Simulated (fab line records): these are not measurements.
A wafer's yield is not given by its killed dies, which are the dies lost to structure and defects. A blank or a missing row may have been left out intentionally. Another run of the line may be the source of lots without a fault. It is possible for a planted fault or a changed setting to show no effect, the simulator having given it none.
Chamber matching + flow n5-finfet + N5_BEOL_M7_VIA_ETCH_34 on rie-diel-06: 4 sister chambers
The step etches SiCOH lowk in C4F6/O2, target depth 125.5 nm, time 50.5 s. 8 wafers are shown with their chamber, then 11 later ones without.

## WAFERS, EACH WITH ITS CHAMBER
| wafer  | chamber | rf-vpp-V (V) | drypump-motor-current-A (A) |
|--------|---------|--------------|-----------------------------|
| L080.3 | 0       | 654          | 6.0                         |
| L083.5 | 2       | 694          | 5.4                         |
| L086.2 | 2       | 693          | 5.4                         |
| L086.6 | 3       | 683          | 5.4                         |
| L090.1 | 3       | 682          | 5.4                         |
| L090.3 | 1       | 672          | 5.5                         |
| L090.5 | 0       | 654          | 6.1                         |
| L091.2 | 1       | 672          | 5.5                         |

## WAFERS MISSING THEIR CHAMBER
| wafer  | rf-vpp-V (V) | drypump-motor-current-A (A) |
|--------|--------------|-----------------------------|
| L091.4 | 694          | 5.4                         |
| L091.6 | 653          | 6.0                         |
| L094.1 | 674          | 5.5                         |
| L094.2 | 654          | 6.0                         |
| L094.3 | 695          | 5.3                         |
| L094.4 | 683          | 5.4                         |
| L094.5 | 655          | 6.0                         |
| L094.6 | 684          | 5.4                         |
| L097.3 | 682          | 5.4                         |
| L097.5 | 681          | 5.4                         |
| L097.6 | 654          | 6.1                         |

## WHICH CHAMBER EACH ONE RAN IN
| wafer  | from the rows above | in truth |
|--------|---------------------|----------|
| L091.4 | 2                   | 2        |
| L091.6 | 0                   | 0        |
| L094.1 | 1                   | 1        |
| L094.2 | 0                   | 0        |
| L094.3 | 2                   | 2        |
| L094.4 | 3                   | 3        |
| L094.5 | 0                   | 0        |
| L094.6 | 3                   | 3        |
| L097.3 | 3                   | 3        |
| L097.5 | 3                   | 3        |
| L097.6 | 0                   | 0        |
Correctly placed: 11 of 11. Not placeable from these rows: 0. Number placed wrongly: 0.
How it was worked out, from the rows above alone: a wafer's distance from a chamber is the root of the sum, over the readings, of the square of ((its reading less the chamber's mean) divided by the reading's scatter). If the next closest chamber is less than 2 further off than the closest, the wafer can't be placed; otherwise it belongs to the closest. The mean given for a chamber averages the wafers shown for that chamber. The scatter is the square root of a quotient: the sum, over the shown wafers, of each reading's squared deviation from its chamber's mean, divided by wafers minus chambers.
